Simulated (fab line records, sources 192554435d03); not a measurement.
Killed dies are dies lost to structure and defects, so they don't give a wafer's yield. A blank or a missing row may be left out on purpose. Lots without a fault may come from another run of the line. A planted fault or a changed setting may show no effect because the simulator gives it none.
Chamber matching | flow n5_finfet | N5_SD_EPI_N_LINER_46 on ald_sin-02: 4 sister chambers
The step material SiNx, target thk 3 nm. 16 wafers are shown with their chamber, then 8 later ones without.

WAFERS WITH THEIR CHAMBER
wafer  | chamber | heater_power_w (W)
L074.2 | 2       | 855
L074.3 | 1       | 847
L074.4 | 0       | 877
L077.4 | 2       | 820
L077.5 | 1       | 858
L077.6 | 0       | 879
L082.2 | 0       | 888
L082.4 | 1       | 878
L082.5 | 3       | 657
L088.2 | 1       | 885
L088.3 | 0       | 886
L088.5 | 0       | 869
L090.2 | 1       | 860
L090.3 | 2       | 866
L090.4 | 0       | 902
L091.1 | 2       | 859

SIGNATURES (means of the wafers above)
reading        | chamber 0 | chamber 1 | chamber 2 | chamber 3 | scatter within a chamber
heater_power_w | 883.50    | 865.60    | 850.00    | 657.00    | 15.5
Rule: a wafer's distance from a chamber is the root of the sum, over the readings, of the square of ((its reading less the chamber's mean) divided by the reading's scatter). The wafer belongs to the nearest chamber; if the next one is less than 2 further off, it can't be placed. The scatter: the root of (the sum of the squares of (reading less its chamber's mean) over the shown wafers, divided by (wafers less chambers)).

WAFERS WITHOUT THEIR CHAMBER
wafer  | heater_power_w (W)
L091.3 | 898
L091.6 | 891
L095.2 | 655
L095.3 | 876
L095.6 | 891
L097.1 | 883
L097.3 | 885
L097.6 | 876

WHICH CHAMBER EACH WENT THROUGH
wafer  | from the rows above          | in truth
L091.3 | can't be placed: 0 or 1      | 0
L091.6 | can't be placed: 0 or 1      | 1
L095.2 | 3                            | 3
L095.3 | can't be placed: 0 or 1 or 2 | 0
L095.6 | can't be placed: 0 or 1      | 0
L097.1 | can't be placed: 0 or 1      | 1
L097.3 | can't be placed: 0 or 1      | 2
L097.6 | can't be placed: 0 or 1 or 2 | 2
Placed correctly: 1 of 8. Can't be placed from these rows: 7 (the true chamber is among the candidates in 6). Placed wrongly: 0.
